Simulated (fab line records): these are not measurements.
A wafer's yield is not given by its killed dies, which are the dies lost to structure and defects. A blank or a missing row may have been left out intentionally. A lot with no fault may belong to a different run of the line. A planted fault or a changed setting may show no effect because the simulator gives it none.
Matching of chambers -- flow nand_harc -- NHARC_P_BONDPAD_DESCUM_11 on rie_diel-06: 4 sister chambers
The step chemistry O2, time 3 s. 4 wafers are shown with their chamber, then 10 later ones without.

## EACH WAFER AND ITS CHAMBER
wafer,chamber,showerhead_plenum_p_Torr (Torr)
L080.1,0,2.02
L088.5,1,1.93
L090.3,2,1.97
L090.5,3,1.99

## WAFERS WITH NO CHAMBER GIVEN
wafer,showerhead_plenum_p_Torr (Torr)
L090.6,2.02
L089.2,1.99
L089.4,1.97
L089.5,1.97
L096.1,1.99
L096.4,1.97
L096.6,1.97
L095.1,2.01
L095.2,1.99
L095.5,1.93

## WHICH CHAMBER EACH ONE RAN IN
wafer,from the rows above,in truth
L090.6,0,0
L089.2,3,3
L089.4,2,2
L089.5,2,2
L096.1,3,3
L096.4,2,2
L096.6,2,2
L095.1,0,0
L095.2,3,3
L095.5,1,1
Correct placement for 10 of the 10. Left unplaced by these rows: 0. 0 placed wrongly.
How it was worked out, from the rows above alone: a wafer's distance from a chamber is the root of the sum, over the readings, of the square of ((its reading less the chamber's mean) divided by the reading's scatter). If the next closest chamber is less than 2 further off than the closest, the wafer can't be placed; otherwise it belongs to the closest. A chamber's mean is the mean of its shown wafers. The scatter (one wafer shown for each chamber): square how far every hidden wafer sits from the nearest shown wafer, average those squares and take the square root.
